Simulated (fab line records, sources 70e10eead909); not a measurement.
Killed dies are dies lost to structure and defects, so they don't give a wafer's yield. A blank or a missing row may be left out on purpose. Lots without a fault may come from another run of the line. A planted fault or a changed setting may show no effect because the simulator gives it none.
Chamber matching | flow nand_harc | NHARC_A_BLC_ALD_23 on ald_metal-02: 4 sister chambers
The step deposits TiN, target thk 3 nm, pulse time 1 s, ald cycles 150. 4 wafers are shown with their chamber, then 7 later ones without.

WAFERS WITH THEIR CHAMBER
wafer  | chamber | heater_power_w (W)
L082.2 | 2       | 1048
L082.4 | 1       | 1273
L086.1 | 3       | 1056
L086.2 | 0       | 925

WAFERS WITHOUT THEIR CHAMBER
wafer  | heater_power_w (W)
L086.6 | 1263
L092.2 | 1087
L092.3 | 1292
L092.5 | 1052
L095.3 | 948
L095.5 | 948
L095.6 | 1273

WHICH CHAMBER EACH WENT THROUGH
wafer  | from the rows above     | in truth
L086.6 | 1                       | 1
L092.2 | can't be placed: 3 or 2 | 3
L092.3 | 1                       | 1
L092.5 | can't be placed: 2 or 3 | 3
L095.3 | 0                       | 0
L095.5 | 0                       | 0
L095.6 | 1                       | 1
Placed correctly: 5 of 7. Can't be placed from these rows: 2 (the true chamber is among the candidates in 2). Placed wrongly: 0.
How it was worked out, from the rows above alone: a wafer's distance from a chamber is the root of the sum, over the readings, of the square of ((its reading less the chamber's mean) divided by the reading's scatter). The wafer belongs to the nearest chamber; if the next one is less than 2 further off, it can't be placed. A chamber's mean is the mean of its shown wafers. The scatter: with one shown wafer a chamber, the root of the mean of the squares of how far each hidden wafer lies from its nearest shown one.
